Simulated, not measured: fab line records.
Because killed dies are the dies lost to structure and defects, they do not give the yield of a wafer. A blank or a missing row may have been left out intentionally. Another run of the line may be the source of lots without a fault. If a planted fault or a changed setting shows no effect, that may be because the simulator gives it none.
A struck lot beside a sound one | flow nandHarc | 14 out of 1159 route steps
Sound: these wafers, L357.1, L357.2, L357.5. Wafers struck: L366.1, L366.2, L366.4. At the end, the cause is stated.
Per side, at each step with rows, come the tool, then ch with its chambers, and then its first start. Under that, the readings that differ: sound wafers | struck wafers | difference of the means | sigmas: that difference in standard deviations of wafers without a fault.
alike: readings whose means differ by less than 2 such deviations, and words and numbers that are the same on both sides. not compared: withheld readings, readings that some wafer has no value for, bounds like >300 that may hide the same value, and numbers for which the record gives no deviation and whose values overlap.
A row with sigmas, a row that says differs or no value, or rows on one side alone: a step with any of these is where the two part. Numbers that don't overlap but have no deviation are shown without sigmas and don't part them. Lack of a reading on every wafer of one side parts them only where that side has two or more wafers.

NHARC_P_GATE_ETCHBACK_37: etches the open film in CHF3/O2, target depth 34.5 nm, time 17.2 s.
  sound on rieDiel-04 ch 0,1,3; struck on rieDiel-03 ch 1,2
  alike: drypumpMotorCurrentA, oesProductAu, rfVppV, showerheadPlenumPTorr, throttleValvePct
  not compared: rfHoursCounterH
NHARC_P_GATE_STRIP_101: strips in O2, time 20 s.
  sound on rieDiel-04 ch 0,1, day 6 01:46; struck on rieDiel-03 ch 2,3, day 8 12:45
reading                      | sound          | struck         | difference | sigmas
showerheadPlenumPTorr (Torr) | 3.74 3.61 3.61 | 3.31 3.37 3.31 | -0.32      | -2
  alike: drypumpMotorCurrentA, oesProductAu, rfVppV, throttleValvePct
  not compared: rfHoursCounterH
then, 10 steps without rows for these wafers: NHARC_P_GATE_PRECLEAN_97 (cleans in SPM, time 600 s); NHARC_P_GATE_SRD_98; NHARC_P_GATE_PRECLEAN_99 (cleans in SC1); NHARC_P_GATE_SRD_100; NHARC_P_GATE_DEHYDRATE_38 (time 120 s); NHARC_P_GATE_HMDS_39 (time 30 s); NHARC_P_GATE_COAT_40; NHARC_P_GATE_SOFTBAKE_41 (time 95 s); NHARC_P_GATE_EBR_42; NHARC_P_GATE_EXPOSE_43 (exposes mask P NSD, target cd 720 nm).
NHARC_P_GATE_PEB_44: peb time 85 s.
  struck on lithoTrack-07, day 8 13:29; sound on lithoTrack-05 ch 0, day 6 02:35
  no value came back on the struck wafers for chillPlateTempC (C), exhaustPa (Pa); on the sound wafers chillPlateTempC (C) reads 22.95 23.15 23.04
then, 1 step without rows for these wafers: NHARC_P_GATE_DEVELOP_45 (time 70 s).

WHERE THEY PART
At NHARC_P_GATE_STRIP_101 first; at NHARC_P_GATE_PEB_44 last (within this record only).

WHY: what the simulator had put in
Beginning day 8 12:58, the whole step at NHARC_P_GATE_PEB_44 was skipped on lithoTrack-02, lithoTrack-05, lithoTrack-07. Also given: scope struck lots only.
